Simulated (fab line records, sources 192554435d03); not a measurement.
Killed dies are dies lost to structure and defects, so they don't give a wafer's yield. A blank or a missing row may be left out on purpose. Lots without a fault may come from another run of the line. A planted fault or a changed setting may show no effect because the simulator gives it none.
Split-lot experiment | flow n5_finfet | 7 lots, 21 wafers read, on a route of 1938 steps

THE SPLIT
At N5_DUMMY_GATE_COAT_28 (time 60 s, resist thk 10 nm), the setting spin_rpm was moved away from the recipe's 1500 rpm on 6 of the 21 wafers read, by -2.9% to +9.7%. The other wafers ran this setting at the recipe's value.

The reading is taken at the split's own step.

THE READING
underlayer_of_DUMMY_GATE_COAT_28.thk_nm (the simulator's own value, which no gauge read), in nm, at N5_DUMMY_GATE_COAT_28 (time 60 s, resist thk 10 nm). The file gives no usual value for it.

wafer  | tool, chamber at the split | spin_rpm as run, rpm | against the recipe | underlayer_of_DUMMY_GATE_COAT_28.thk_nm, nm | against lot-mates on the recipe
L075.3 | litho_track-03, 0          | 1500                 | recipe             | 10                                          | -
L075.6 | litho_track-03, 0          | 1500                 | recipe             | 10                                          | -
L075.4 | litho_track-03, 0          | 1550                 | +3.3%              | 9.8                                         | -0.2
L081.2 | litho_track-03, 0          | 1500                 | recipe             | 10                                          | -
L081.3 | litho_track-03, 0          | 1500                 | recipe             | 10                                          | -
L081.4 | litho_track-03, 0          | 1500                 | recipe             | 10                                          | -
L083.2 | litho_track-04, 0          | 1626                 | +8.4%              | 9.6                                         | -0.4
L083.3 | litho_track-04, 0          | 1500                 | recipe             | 10                                          | -
L083.5 | litho_track-04, 0          | 1500                 | recipe             | 10                                          | -
L087.1 | litho_track-03, 0          | 1500                 | recipe             | 10                                          | -
L087.2 | litho_track-03, 0          | 1500                 | recipe             | 10                                          | -
L087.5 | litho_track-03, 0          | 1500                 | recipe             | 10                                          | -
L089.2 | litho_track-05, 0          | 1500                 | recipe             | 10                                          | -
L089.3 | litho_track-05, 0          | 1646                 | +9.7%              | 9.6                                         | -0.4
L089.4 | litho_track-05, 0          | 1646                 | +9.7%              | 9.6                                         | -0.4
L091.3 | litho_track-05, 0          | 1566                 | +4.4%              | 9.8                                         | -0.2
L091.5 | litho_track-05, 0          | 1500                 | recipe             | 10                                          | -
L091.6 | litho_track-05, 0          | 1500                 | recipe             | 10                                          | -
L097.3 | litho_track-05, 0          | 1456                 | -2.9%              | 10.2                                        | +0.2
L097.4 | litho_track-05, 0          | 1500                 | recipe             | 10                                          | -
L097.5 | litho_track-05, 0          | 1500                 | recipe             | 10                                          | -

THE FIT
A straight line over all 21 wafers: underlayer_of_DUMMY_GATE_COAT_28.thk_nm changes by -0.0447 nm for each +1% of spin_rpm; r = -0.99; the points scatter about the line by 0.023 nm.
The same after taking each lot's own level away (the mean of its wafers on the recipe; 21 wafers): -0.0447 nm for each +1%; r = -0.99; scatter 0.023 nm.
On that fit, the largest move of spin_rpm shifts the reading by 0.44 nm.
The lots' own levels span 10.00 to 10.00 nm.
So the lot-to-lot level changes the slope little: the two slopes agree.
Check: with one of the wafers moved furthest among these (+9.7%) left out of the fit, the line predicts -0.447 nm for it against its lot-mates. It came out at -0.4 nm against them.

OTHER SPLITS ON THESE WAFERS
These wafers also went through other splits before the reading. Each is held against what the fit with the lots' levels taken away leaves over:
other split on the same wafers        | wafers away from the commonest value | r with underlayer_of_DUMMY_GATE_COAT_28.thk_nm (lot level and that fit taken away)
N5_WELL_APT_PEB_06 peb_time_s         | 11                                   | +0.39
N5_WELL_APT_DEVELOP_07 develop_time_s | 5                                    | -0.09
N5_WELL_APT_EXPOSE_22 dose_mj         | 7                                    | +0.16
N5_WELL_APT_PEB_23 peb_time_s         | 2                                    | +0.42
N5_FIN_SAQP_ALD_61 temp_c             | 10                                   | +0.42
N5_FIN_SAQP_PECVD_47 time_s           | 4                                    | +0.23
N5_FIN_CUT_EXPOSE_05 dose_mj          | 10                                   | -0.23

THE FILE'S OWN FIT
underlayer_of_DUMMY_GATE_COAT_28.thk_nm changes by -0.0459 nm for each +1% of spin_rpm, r = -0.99.
